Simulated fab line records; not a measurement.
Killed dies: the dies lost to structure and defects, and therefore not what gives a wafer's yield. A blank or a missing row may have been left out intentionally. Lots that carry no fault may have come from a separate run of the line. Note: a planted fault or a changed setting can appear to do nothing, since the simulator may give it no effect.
fab line records | flow n5-finfet
record: lots: 6 wafers: 16 last-day: 17
route steps=1938 shown BEOL_M1@826 BEOL_M4@1111 PASSIVATION@1936
lots with no fault: from the same line, run without faults
start-h: hours from the record's opening day to when the first of the lot's shown wafers began | wait-h: hours since the lot's step before | " the same as in the row above | L1.1+2: a row that stands for several wafers | - no value present, or no start provided | * or withheld: withheld | < > ~ a bound
route shown NAME@n: NAME is a module with steps in the file, n the number in the route of the first one | usual: average and standard deviation across the fault-free wafers | same: alike in all rows | chamber/n: place in a boat | sites: readings site by site | _std_site: the values' standard deviation | _edge_site: the outer-site mean with the inner-site mean subtracted | radius-mm: for every site, how far away it sits from the centre of the wafer | mask NAME#n: copy n | behind: tool/chamber where the wafer was last shaped | hold: cause of the lot's hold/its duration in hours/its outcome | device: names the non-switching transistor (n, p or np) | end of line: tests of these same wafers at the route's end | a step with no rows: only its recipe | killed: at the first sort, the dies lost to defects and structure; wafer yield is something else | map: dies across one wafer; x = killed, . = not, _ = none there
set.NAME: the run value of the setting; set.NAME@STEP: its run value at that earlier step | model.NAME: the simulator's own value behind a step, which no gauge read
lots seen at some steps along the route; tables by step, rows by wafer
services: when a tool's chamber went out of use (start-h, in hours from the record's first day, below 0 if earlier), for how many hours, and the reason
== steps ==
step: N5_BEOL_M1_SPUTTER_92
recipe: material: Cu target-thk-a: 45 temp-c: -20 chamber-pressure-pa: 0.07 power-w: withheld time-s: 8.29
step: N5_BEOL_M1_ANNEAL_93
recipe: temp-c: 400 time-s: 240 ambient: vacuum
step: N5_BEOL_M1_SPUTTER_94
recipe: material: Cu target-thk-a: 45 temp-c: -20 chamber-pressure-pa: 0.07 power-w: withheld time-s: 8.29
usual: chamber-pressure-pa: 0.06999/0.00015 throttle-valve-pct: 30.3/1.3
columns lot.wafer tool chamber start-h wait-h chamber-pressure-pa throttle-valve-pct
L138.2 pvd-sputter-03 - 138.93 0.1 0.07011 31.7
L138.5 " - " " 0.06999 32.0
L138.6 " - " " 0.06986 31.3
L139.2 pvd-sputter-02 - 156.95 0.1 0.06986 31.0
L139.4 " - " " 0.06999 29.9
L139.5 " - " " 0.06996 30.8
L145.2 pvd-sputter-02 - 190.56 0.1 0.06976 30.3
L145.6 " - " " 0.06982 30.0
L147.1 pvd-sputter-01 - 191.16 0.1 0.06991 30.3
L147.6 " - " " 0.07034 31.9
L148.2 pvd-sputter-03 - 194.65 0.1 0.06998 28.4
L148.3 " - " " 0.06994 29.1
L148.4 " - " " 0.06995 31.4
L158.1 pvd-sputter-03 - 262.87 0.1 0.06995 28.7
L158.3 " - " " 0.06985 28.8
L158.5 " - " " 0.06999 32.4
step: N5_BEOL_M1_ANNEAL_95
recipe: temp-c: 400 time-s: 240 ambient: vacuum
usual: heater-power-w: 824/100
columns lot.wafer tool chamber start-h wait-h heater-power-w
L138.2 pvd-sputter-03 - 139.01 0.0 698
L138.5 " - " " 875
L138.6 " - " " 705
L139.2 pvd-sputter-02 - 157.03 0.0 725
L139.4 " - " " 760
L139.5 " - " " 739
L145.2 pvd-sputter-02 - 190.64 0.0 800
L145.6 " - " " 793
L147.1 pvd-sputter-01 - 191.24 0.0 804
L147.6 " - " " 799
L148.2 pvd-sputter-03 - 194.73 0.0 766
L148.3 " - " " 953
L148.4 " - " " 699
L158.1 pvd-sputter-03 - 262.95 0.0 955
L158.3 " - " " 746
L158.5 " - " " 873
step: N5_BEOL_M1_SPUTTER_96
recipe: material: Cu target-thk-a: 45 temp-c: -20 chamber-pressure-pa: 0.07 power-w: withheld time-s: 8.29
usual: chamber-pressure-pa: 0.07002/0.00012 throttle-valve-pct: 30.3/1.3
columns lot.wafer tool chamber start-h wait-h chamber-pressure-pa throttle-valve-pct
L138.2 pvd-sputter-03 - 139.15 0.1 0.07001 31.6
L138.5 " - " " 0.07012 32.2
L138.6 " - " " 0.07004 31.6
L139.2 pvd-sputter-02 - 157.17 0.1 0.07008 31.0
L139.4 " - " " 0.07004 30.4
L139.5 " - " " 0.06995 31.1
L145.2 pvd-sputter-02 - 190.78 0.1 0.0701 30.4
L145.6 " - " " 0.07004 30.2
L147.1 pvd-sputter-01 - 191.38 0.1 0.06996 30.3
L147.6 " - " " 0.07003 32.2
L148.2 pvd-sputter-03 - 194.87 0.1 0.07 28.4
L148.3 " - " " 0.06997 29.2
L148.4 " - " " 0.06989 31.7
L158.1 pvd-sputter-03 - 263.09 0.1 0.06978 28.9
L158.3 " - " " 0.07004 28.6
L158.5 " - " " 0.07009 32.2
step: N5_BEOL_M1_ECD_50
recipe: material: Cu target-thk-a: 3000
step: N5_BEOL_M1_ANNEAL_51
recipe: temp-c: 225 time-s: 90 ambient: N2
usual: wafer_temp_C_max: 225.62/0.22
columns lot.wafer tool chamber start-h wait-h wafer_temp_C_max
L138.2 rtp-anneal-01 0 143.05 3.8 225.74
L138.5 " 0 " " 225.73
L138.6 " 0 " " 226.27
L139.2 rtp-anneal-01 0 160.31 3.0 225.22
L139.4 " 0 " " 225.45
L139.5 " 0 " " 225.28
L145.2 rtp-anneal-01 0 191.02 0.1 225.41
L145.6 " 0 " " 225.55
L147.1 rtp-anneal-01 0 191.57 0.1 225.81
L147.6 " 0 " " 225.84
L148.2 rtp-anneal-01 0 195.11 0.1 225.69
L148.3 " 0 " " 225.21
L148.4 " 0 " " 225.33
L158.1 rtp-anneal-02 0 263.39 0.2 225.53
L158.3 " 0 " " 225.59
L158.5 " 0 " " 225.46
step: N5_BEOL_M1_CMP_52
recipe: stop-on: SiOC t-overpolish-s: 6.8 down-force-psi: 1 platen-rpm: 50 clearing-platen-down-force-psi: 1.5 clearing-platen-rpm: 50 post-cmp-clean: cu-alkaline target-thk-nm: 40 clearing-platen-pad-velocity-m-s: 0.99484 pad-velocity-m-s: 0.99484
usual: barrier-field-endpoint-s: 24.7/0.71 clearing-platen-down-force-psi: 1.5002/0.0029 edge-zone-pressure-frac: 1.001/0.0054 motor-current-A: 5.8/0.53 overpolish-run-s: 6.801/0.009 slurry-filter-dp-kPa: 13.50/0.13 time-to-endpoint-s: 63/3.7
columns lot.wafer tool chamber start-h wait-h barrier-field-endpoint-s clearing-platen-down-force-psi edge-zone-pressure-frac motor-current-A overpolish-run-s slurry-filter-dp-kPa time-to-endpoint-s
L138.2 cmp-01 1 143.34 0.2 24.3 1.4968 1.000 6.6 6.803 13.47 61
L138.5 " 0 " " 24.2 1.4999 1.008 5.6 6.796 13.41 61
L138.6 " 1 " " 25.0 1.4995 0.992 6.6 6.802 13.32 63
L139.4 cmp-03 2 160.60 0.2 25.9 1.5013 1.005 4.8 6.813 13.43 68
L139.2 " 3 " " 24.8 1.4968 1.004 5.9 6.798 13.58 65
L139.5 " 2 " " 26.4 1.4973 1.004 4.7 6.795 13.36 70
L145.2 cmp-03 3 191.35 0.3 24.3 1.4976 1.006 6.0 6.818 13.45 62
L145.6 " 1 " " 24.9 1.4987 0.999 5.9 6.796 13.50 65
L147.1 cmp-03 1 191.91 0.3 24.6 1.4969 0.997 5.9 6.802 13.44 64
L147.6 " 0 " " 25.2 1.5032 1.005 6.4 6.816 13.73 64
L148.3 cmp-03 0 195.36 0.2 24.4 1.5048 0.998 6.1 6.790 13.24 65
L148.2 " 1 " " 24.8 1.4981 1.002 5.9 6.799 13.48 64
L148.4 " 2 " " 25.9 1.5011 1.007 4.7 6.803 13.49 70
L158.1 cmp-04 1 263.68 0.3 24.3 1.4972 0.999 5.6 6.795 13.45 64
L158.3 " 0 " " 24.4 1.4934 0.998 6.9 6.789 13.47 63
L158.5 " 1 " " 24.1 1.5022 1.001 5.7 6.796 13.25 62
step: N5_BEOL_M1_THK_MEAS_53
recipe: thk-meas-gauge: xrf reads: Cu_of_BEOL_M1_ECD_50
usual: M1_THK: 39.4/1.6
columns lot.wafer tool chamber start-h wait-h M1_THK[nm]
L138.2 film-metro-01 - 143.60 - 39.0
L138.5 " - " " 39.9
L138.6 " - " " 40.5
L139.2 film-metro-02 - 160.86 - 37.8
L139.4 " - " " 41.9
L139.5 " - " " 40.7
L145.2 film-metro-01 - 191.57 - 37.6
L145.6 " - " " 40.3
L147.1 film-metro-01 - 192.16 - 38.3
L147.6 " - " " 38.5
L148.2 film-metro-02 - 195.66 - 39.4
L148.3 " - " " 38.5
L148.4 " - " " 41.5
L158.1 film-metro-01 - 263.98 - 37.8
L158.3 " - " " 37.4
L158.5 " - " " 38.9
step: N5_BEOL_M1_PRE_CLEAN_60
recipe: gas: NH3/H2 time-s: 15 temp-c: * rf-power-w: 300
step: N5_BEOL_M1_CO_CAP_55
recipe: material: Co target-thk-a: 20 temp-c: 200 precursor: CCTBA/H2 pressure-torr: 30 time-s: 102.1
step: N5_BEOL_M1_PRE_CLEAN_56
recipe: gas: NH3 time-s: 15 temp-c: withheld rf-power-w: 300
step: N5_BEOL_M1_DEP_57
recipe: material: SiCN target-thk-a: 80 temp-c: withheld precursor: 3MS/NH3 pressure-torr: 3 rf-w: 202 time-s: 14
usual: showerhead-plenum-p-Torr: 3.662/0.01 showerhead-vpp-V: 863/26 throttle-valve-pct: 9.0/0.61
columns lot.wafer tool chamber start-h wait-h showerhead-plenum-p-Torr showerhead-vpp-V since-wet-clean-h throttle-valve-pct model.SiCN_of_BEOL_M1_DEP_57.thk-nm
L138.2 pecvd-04 2 143.79 0.0 3.661 896 397 7.9 7.6
L138.5 " 2 " " 3.655 856 - 8.3 8
L138.6 " 1 " " 3.661 854 - 8.8 8.2
L139.2 pecvd-01 0 161.05 0.0 3.651 809 684 9.0 7.8
L139.4 " 0 " " 3.646 813 - 8.6 8
L139.5 " 1 " " 3.653 849 - 10.7 8.2
L145.2 pecvd-04 1 191.76 0.0 3.654 870 1983 8.8 8.2
L145.6 " 2 " " 3.656 884 - 8.4 6.2
L147.1 pecvd-04 0 192.36 0.0 3.660 884 1259 9.6 6
L147.6 " 0 " " 3.666 884 - 9.4 6
L148.2 pecvd-02 0 196.07 0.0 3.664 877 1081 9.0 7.8
L148.3 " 2 " " 3.674 868 301 8.8 7.8
L148.4 " 1 " " 3.663 823 - 8.4 7.8
L158.1 pecvd-01 0 264.17 0.0 3.644 801 787 8.8 8
L158.3 " 2 " " 3.693 873 318 9.1 7.8
L158.5 " 2 " " 3.676 861 - 9.1 7.8
step: N5_BEOL_M1_RS_MEAS_58
recipe: thk-meas-gauge: four-point-probe reads: Co_of_BEOL_M1_CO_CAP_55+Cu_of_BEOL_M1_ECD_50+Co_of_BEOL_M1_CVD_47+TaN_of_BEOL_M1_ALD_84
usual: M1_RS: 0.66/0.036
columns lot.wafer tool chamber start-h wait-h M1_RS[ohm/sq]
L138.2 film-metro-02 - 143.86 0.1 0.68
L138.5 " - " " 0.66
L138.6 " - " " 0.64
L139.2 film-metro-01 - 161.12 0.1 0.70
L139.4 " - " " 0.61
L139.5 " - " " 0.63
L145.2 film-metro-01 - 191.83 0.1 0.70
L145.6 " - " " 0.65
L147.1 film-metro-02 - 192.43 0.0 0.69
L147.6 " - " " 0.68
L148.2 film-metro-02 - 196.13 0.1 0.67
L148.3 " - " " 0.69
L148.4 " - " " 0.62
L158.1 film-metro-02 - 264.24 0.0 0.70
L158.3 " - " " 0.71
L158.5 " - " " 0.67
step: N5_BEOL_M4_RC_MEAS_101
usual: DIBL_N: 35.7/1.5 DIBL_P: 35.7/2 IOFF_N: 0.155/0.026 IOFF_P: 0.20/0.031 ION_N: 675/11 ION_P: 462/7.1 SS_N: 71.3/0.57 SS_P: 73.1/0.56 VT_N: 250/3 VT_P: -251/3
columns lot.wafer tool chamber start-h wait-h DIBL_N[mV/V] DIBL_P[mV/V] IOFF_N[nA/um] IOFF_P[nA/um] ION_N[uA/um] ION_P[uA/um] SS_N[mV/dec] SS_P[mV/dec] VT_N[mV] VT_P[mV]
L138.2 prober-01 0 185.44 0.2 35.0 33.7 0.139 0.17 665 450 71.1 72.8 254 -255
L138.5 " 0 " " 38.3 38.5 0.208 0.25 685 462 71.3 73.7 247 -247
L138.6 " 0 " " 37.4 37.2 0.175 0.23 667 460 71.7 73.2 250 -250
L139.2 prober-02 0 194.28 0.2 37.2 37.7 0.195 0.27 681 474 72.1 72.8 244 -245
L139.4 " 0 " " 34.4 34.7 0.139 0.21 663 460 71.3 73.1 253 -249
L139.5 " 0 " " 34.9 34.9 0.153 0.22 680 469 71.1 72.8 249 -247
L145.2 prober-01 0 225.72 0.8 35.2 33.7 0.131 0.19 677 467 71.1 72.4 252 -248
L145.6 " 0 " " 35.2 34.1 0.121 0.20 657 457 71.1 72.2 256 -251
L147.1 prober-01 0 232.30 0.0 36.0 35.8 0.142 0.18 674 460 71.3 73.3 252 -256
L147.6 " 0 " " 34.4 34.1 0.125 0.15 670 463 70.6 72.5 252 -255
L148.2 prober-02 0 233.88 0.2 35.6 34.6 0.150 0.19 675 460 71.9 73.2 249 -251
L148.3 " 0 " " 35.5 34.0 0.138 0.18 673 461 70.7 73.1 252 -253
L148.4 " 0 " " 35.2 33.9 0.131 0.18 662 459 71.0 72.7 253 -251
L158.1 prober-02 0 311.93 0.0 36.3 37.6 0.193 0.26 693 474 71.5 73.7 245 -245
L158.3 " 0 " " 35.5 35.5 0.161 0.22 678 457 71.8 72.8 249 -248
L158.5 " 0 " " 33.8 34.1 0.143 0.20 677 466 70.8 72.3 250 -251
step: N5_PASSIVATION_PROBE_49
usual: defect-limited-yield: 91.4/1.5 killed_at_M0_to_M3: 34/10 killed_at_M4_up: 15/6 killed-at-contacts: 12/6 killed-at-front-end: 37/11 killed-at-other: 3.3/2.8 killed-dies: 101/18 killed-open: 66/14 killed-short: 33/7.8 sort_bin_5_function: 5.0/0.97 sort_bin_6_memory: 3.2/0.72 sort-n-pass: 1079/18 sort-yield-pct: 91.4/1.5
same: gross-dies: 1180 killed-at-back-side: 0 sort_bin_4_leakage[%]: 0 sort_bin_8_speed[%]: 0
columns lot.wafer tool chamber start-h wait-h defect-limited-yield[%] killed_at_M0_to_M3 killed_at_M4_up killed-at-contacts killed-at-front-end killed-at-other killed-dies killed-open killed-short sort_bin_5_function[%] sort_bin_6_memory[%] sort-n-pass sort-yield-pct[%]
L138.2 prober-02 - 302.34 0.1 88.6 23 14 19 68 11 135 83 50 6.6 4.6 1045 88.6
L138.5 prober-02 - 302.49 0.2 88.0 66 13 24 39 0 142 74 66 7.4 4.2 1038 88.0
L138.6 prober-02 - 302.54 0.3 90.1 33 14 14 49 7 117 75 37 6.3 3.4 1063 90.1
L139.2 prober-01 - 303.05 0.1 92.5 32 9 1 43 4 89 60 27 4.4 3.1 1091 92.5
L139.4 prober-01 - 303.15 0.2 92.1 42 11 6 30 4 93 67 26 5.0 2.6 1087 92.1
L139.5 prober-01 - 303.20 0.2 92.7 36 12 5 29 4 86 55 30 4.3 2.6 1094 92.7
L145.2 prober-01 - 330.33 0.1 90.1 41 15 8 50 3 117 75 42 6.8 2.9 1063 90.1
L145.6 prober-01 - 330.53 0.3 90.6 21 23 4 60 3 111 76 35 5.6 3.6 1069 90.6
L148.3 prober-01 - 348.02 0.1 90.8 31 22 9 44 2 108 72 35 5.7 3.1 1072 90.8
L158.5 prober-02 - 418.15 0.2 91.9 42 9 7 34 3 95 61 34 3.6 4.2 1085 91.9
killed by level:class
L138.2 FIN_SAQP:geometric-particle:open=22 FIN_SAQP:geometric-particle:short=19 MOL_CONTACT_COAG:geometric-particle:open=13 BEOL_M0_SAQP:geometric-particle:open=8 BEOL_M4:geometric-particle:open=7 MOL_CONTACT_COAG:geometric-particle:short=6 PAD_METAL:geometric-particle:open=6 DUMMY_GATE:geometric-particle:open=5
L138.5 BEOL_M0_SAQP:geometric-particle:short=26 MOL_CONTACT_COAG:geometric-particle:open=19 BEOL_M0_SAQP:geometric-particle:open=16 BEOL_M3:geometric-particle:short=7 FIN_SAQP:geometric-particle:short=6 FIN_SAQP:geometric-particle:open=6 DUMMY_GATE:geometric-particle:open=5 SPACER0:geometric-particle:short=5
L138.6 DUMMY_GATE:geometric-particle:open=12 MOL_CONTACT_COAG:geometric-particle:open=11 BEOL_M0_SAQP:geometric-particle:short=9 FIN_SAQP:geometric-particle:open=8 FIN_SAQP:geometric-particle:short=6 BEOL_M3:geometric-particle:open=5 BEOL_M0_SAQP:geometric-particle:open=5 BEOL_M4:geometric-particle:open=5
L139.2 FIN_SAQP:geometric-particle:open=16 FIN_SAQP:geometric-particle:short=7 DUMMY_GATE:geometric-particle:open=7 BEOL_M3:geometric-particle:open=7 BEOL_M1:geometric-particle:open=5 BEOL_M2:geometric-particle:open=5 BEOL_M0_SAQP:geometric-particle:short=4 BEOL_M0_SAQP:geometric-particle:open=4
L139.4 BEOL_M1:geometric-particle:open=11 BEOL_M2:geometric-particle:open=9 DUMMY_GATE:geometric-particle:open=8 BEOL_M4:geometric-particle:open=7 FIN_SAQP:geometric-particle:open=6 BEOL_M3:geometric-particle:open=6 BEOL_M0_SAQP:geometric-particle:open=5 MOL_CONTACT_COAG:geometric-particle:open=4
L139.5 BEOL_M0_SAQP:geometric-particle:open=9 BEOL_M0_SAQP:geometric-particle:short=7 FIN_SAQP:geometric-particle:short=5 STI_FIN_REVEAL:geometric-particle:open=5 BEOL_M1:geometric-particle:open=5 BEOL_M4:geometric-particle:open=5 STARTING-WAFER:geometric-particle:short=5 MOL_CONTACT_COAG:geometric-particle:open=4
L145.2 FIN_SAQP:geometric-particle:open=13 BEOL_M2:geometric-particle:open=11 FIN_SAQP:geometric-particle:short=10 DUMMY_GATE:geometric-particle:open=10 BEOL_M0_SAQP:geometric-particle:open=9 BEOL_M3:geometric-particle:open=7 BEOL_M0_SAQP:geometric-particle:short=6 MOL_CONTACT_COAG:geometric-particle:open=4
L145.6 FIN_SAQP:geometric-particle:open=14 BEOL_M4:geometric-particle:open=10 DUMMY_GATE:geometric-particle:open=9 FIN_SAQP:geometric-particle:short=8 STI_FIN_REVEAL:geometric-particle:open=8 BEOL_M5:geometric-particle:open=7 BEOL_M2:geometric-particle:open=6 ILD0:geometric-particle:short=5
L148.3 FIN_SAQP:geometric-particle:open=20 BEOL_M4:geometric-particle:open=12 FIN_SAQP:geometric-particle:short=8 MOL_CONTACT_COAG:geometric-particle:open=8 BEOL_M0_SAQP:geometric-particle:short=8 BEOL_M3:geometric-particle:open=6 BEOL_M0_SAQP:geometric-particle:open=5 BEOL_M4:geometric-particle:short=5
L158.5 BEOL_M0_SAQP:geometric-particle:short=10 FIN_SAQP:geometric-particle:open=8 BEOL_M0_SAQP:geometric-particle:open=8 BEOL_M2:geometric-particle:open=7 GATE_CUT:geometric-particle:open=6 BEOL_M4:geometric-particle:open=6 FIN_SAQP:geometric-particle:short=5 GATE_CUT:geometric-particle:short=5
== services ==
columns tool chamber start-h hours kind
cmp-03 - 135.91 5.6 pm
pvd-sputter-03 - 144.93 4.2 repair
cmp-04 - 153.99 1.2 repair
pecvd-02 0 156.95 2.1 scheduled-down
cmp-04 - 158.51 4.0 pm
cmp-04 - 162.51 - consumable-replace:conditioner
cmp-04 - 162.51 - consumable-replace:pad
cmp-04 - 162.88 7.6 repair
pecvd-04 2 165.21 5.5 scheduled-down
cmp-01 - 168.17 4.1 pm
pecvd-01 2 168.25 2.1 scheduled-down
pecvd-04 1 178.00 2.1 scheduled-down
pvd-sputter-03 - 178.36 1.0 repair
cmp-01 - 179.11 2.5 repair
pecvd-04 2 180.13 2.1 scheduled-down
cmp-01 - 192.70 7.2 repair
pecvd-02 1 209.88 2.1 scheduled-down
pecvd-04 0 214.44 25.6 repair
pecvd-02 2 223.44 4.2 repair
cmp-01 - 234.04 3.7 pm
cmp-04 - 236.65 5.7 pm
pecvd-04 2 242.61 6.9 repair
pecvd-01 - 255.82 1.6 repair
== key ==
first-sign none at tools or gauges
model-effect: step: N5_BEOL_M1_DEP_57 value: SiCN_of_BEOL_M1_DEP_57.thk-nm without: 7.8 struck: 6.067
met-at N5_BEOL_M1_DEP_57
struck-wafers L145.6,L147.1,L147.6
onset-between 143.79 191.76
fault: kind: process-parameter-drift tool: pecvd-04 chamber: - onset-h: 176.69 steps: N5_BEOL_M1_DEP_57 channel: time-s offset: * shape: step end-h: 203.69 scope: struck-wafers-only acts-in: * stated: *
